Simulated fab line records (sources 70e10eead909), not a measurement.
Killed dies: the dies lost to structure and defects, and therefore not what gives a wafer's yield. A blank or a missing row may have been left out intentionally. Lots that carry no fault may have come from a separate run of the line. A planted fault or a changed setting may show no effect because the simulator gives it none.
A lot that was struck, set against a sound lot + flow nand_harc + 18 out of 1159 route steps
Sound: the wafers L934.4, L934.5, L934.6. Struck: wafers L936.1, L936.2, L936.6. The cause comes at the end.
Per side, at each step with rows, come the tool, then ch with its chambers, and then its first start. Under that, the readings that differ: sound wafers + struck wafers + difference of the means + sigmas: that difference in standard deviations of wafers without a fault.
alike: readings whose means differ by less than 2 such deviations, and words and numbers that are the same on both sides. not compared: withheld readings, readings that some wafer has no value for, bounds like >300 that may hide the same value, and numbers for which the record gives no deviation and whose values overlap.
The two part at a step that has a row with sigmas, a row that says differs or no value, or rows on one side only. Numbers that have no deviation but don't overlap get no sigmas and don't part them. A reading that every wafer of one side lacks parts them only if that side has two wafers or more.

NHARC_P_GATE_ALD_36: deposits SiNx, target thk 20 nm, pulse time 60 s, ald cycles 223.
  sound on ald_sin-03 ch 1,2,3, day 5 20:16; struck on ald_sin-04 ch 0,1,3, day 6 10:22
  alike: heater_power_w, precursor_pulse_height_rel
NHARC_P_GATE_ETCHBACK_37: etches the open film in CHF3/O2, target depth 34.5 nm, time 17.2 s.
  sound on rie_diel-07 ch 0,1; struck on rie_diel-07 ch 0,2
| reading               | sound          | struck         | difference | sigmas |
|-----------------------|----------------|----------------|------------|--------|
| oes_product_au (a.u.) | 0.93 0.92 0.93 | 1.00 1.02 1.00 | +0.08      | +2     |
  alike: drypump_motor_current_A, mfc_ar_sccm, rf_fwd_power_W, rf_vpp_V, showerhead_plenum_p_Torr, throttle_valve_pct
  not compared: rf_hours_counter_h
NHARC_P_GATE_STRIP_101: strips in O2, time 20 s.
  sound on rie_diel-07 ch 1,2,3, day 6 03:44; struck on rie_diel-07 ch 0,2, day 6 20:16
  alike: drypump_motor_current_A, mfc_ar_sccm, oes_product_au, rf_vpp_V, showerhead_plenum_p_Torr, throttle_valve_pct
  not compared: rf_hours_counter_h
then, 9 steps without rows for these wafers: NHARC_P_GATE_PRECLEAN_97 (cleans in SPM, time 600 s); NHARC_P_GATE_SRD_98; NHARC_P_GATE_PRECLEAN_99 (cleans in SC1); NHARC_P_GATE_SRD_100; NHARC_P_GATE_DEHYDRATE_38 (time 120 s); NHARC_P_GATE_HMDS_39 (time 30 s); NHARC_P_GATE_COAT_40; NHARC_P_GATE_SOFTBAKE_41 (time 95 s); NHARC_P_GATE_EBR_42.
NHARC_P_GATE_EXPOSE_43: exposes mask P NSD, target cd 720 nm.
  sound on krf_scanner-01 ch 0, day 6 04:24; struck on krf_scanner-04 ch 0, day 6 21:02
| reading | sound                   | struck                  | difference | sigmas |
|---------|-------------------------|-------------------------|------------|--------|
| mask    | P_NSD#0 P_NSD#0 P_NSD#0 | P_PSD#0 P_PSD#0 P_PSD#0 | differs    |        |
then, 2 steps without rows for these wafers: NHARC_P_GATE_PEB_44 (peb time 85 s); NHARC_P_GATE_DEVELOP_45 (time 70 s).
NHARC_P_GATE_CD_MEAS_46 targets a cd of 720 nm.
  sound on cd_sem-03 ch 0, day 6 04:33; struck on cd_sem-02 ch 0, day 6 21:12
| reading    | sound             | struck | difference                    | sigmas |
|------------|-------------------|--------|-------------------------------|--------|
| cd_nm (nm) | 719.0 719.0 718.8 | - - -  | no value on the struck wafers |        |
then, 2 steps without rows for these wafers: NHARC_P_GATE_HARDBAKE_47 (time 80 s); NHARC_END_SORT_01.

== WHERE THEY PART ==
At NHARC_P_GATE_ETCHBACK_37 first; at NHARC_P_GATE_CD_MEAS_46 last (within this record only).

WHY: whatever the simulator had introduced
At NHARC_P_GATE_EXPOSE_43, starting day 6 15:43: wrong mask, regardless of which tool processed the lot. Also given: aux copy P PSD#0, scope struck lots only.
